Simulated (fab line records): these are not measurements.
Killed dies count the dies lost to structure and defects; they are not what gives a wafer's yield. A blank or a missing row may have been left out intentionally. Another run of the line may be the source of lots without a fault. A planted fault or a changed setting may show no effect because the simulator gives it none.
Chamber matching ; flow n5-finfet ; 4 sister chambers for N5_BEOL_M12_DESCUM_33 on rie-diel-04
The step chemistry O2, time 7.9 s. 20 wafers are shown with their chamber, then 10 later ones without.

WAFERS, EACH WITH ITS CHAMBER
wafer;chamber;drypump-motor-current-A (A);showerhead-plenum-p-Torr (Torr);throttle-valve-pct (%)
L076.2;1;5.9;2.15;20.19
L076.5;1;5.9;2.15;20.18
L076.6;2;5.8;2.12;20.61
L074.2;1;5.9;2.15;20.17
L074.3;3;5.8;1.99;20.61
L074.6;3;5.8;1.99;20.61
L081.2;0;4.7;2.09;20.20
L081.4;2;5.8;2.11;20.61
L081.5;0;4.7;2.09;20.19
L080.3;1;5.9;2.15;20.20
L080.4;0;4.7;2.09;20.20
L080.5;1;5.9;2.15;20.20
L085.3;0;4.8;2.09;20.20
L085.4;1;5.9;2.14;20.19
L085.5;3;5.8;1.98;20.65
L089.1;0;4.8;2.09;20.23
L089.2;2;5.8;2.10;20.65
L089.3;3;5.7;1.98;20.66
L088.1;2;5.8;2.10;20.66
L088.4;1;5.9;2.14;20.21

SIGNATURES (means of the wafers above)
reading;chamber 0;chamber 1;chamber 2;chamber 3;scatter within a chamber
drypump-motor-current-A;4.740;5.900;5.800;5.775;0.0349
showerhead-plenum-p-Torr;2.0900;2.1471;2.1075;1.9850;0.00569
throttle-valve-pct;20.2040;20.1914;20.6325;20.6325;0.0196
Rule: distance of a wafer from a chamber = root of the sum over the readings of ((wafer's reading minus chamber's mean) / reading's scatter) squared. The wafer belongs to the nearest chamber; if the next one is less than 2 further off, it can't be placed. How the scatter is found: for the shown wafers, subtract from each reading the mean of its chamber, square and add these, divide the total by (wafers less chambers), then take the root.

WAFERS MISSING THEIR CHAMBER
wafer;drypump-motor-current-A (A);showerhead-plenum-p-Torr (Torr);throttle-valve-pct (%)
L088.6;6.0;2.14;20.20
L091.2;5.9;2.14;20.23
L091.4;4.8;2.08;20.25
L091.6;4.7;2.08;20.25
L093.1;6.0;2.14;20.25
L093.5;5.9;2.14;20.23
L093.6;5.8;2.10;20.68
L095.2;5.8;2.10;20.69
L095.3;5.7;1.97;20.72
L095.4;5.8;1.97;20.69

WHICH CHAMBER EACH ONE RAN IN
wafer;from the rows above;in truth
L088.6;1;1
L091.2;1;1
L091.4;0;0
L091.6;0;0
L093.1;1;1
L093.5;1;1
L093.6;2;2
L095.2;2;2
L095.3;3;3
L095.4;3;3
Correctly placed: 10 of 10. From these rows, 0 cannot be placed. 0 placed wrongly.
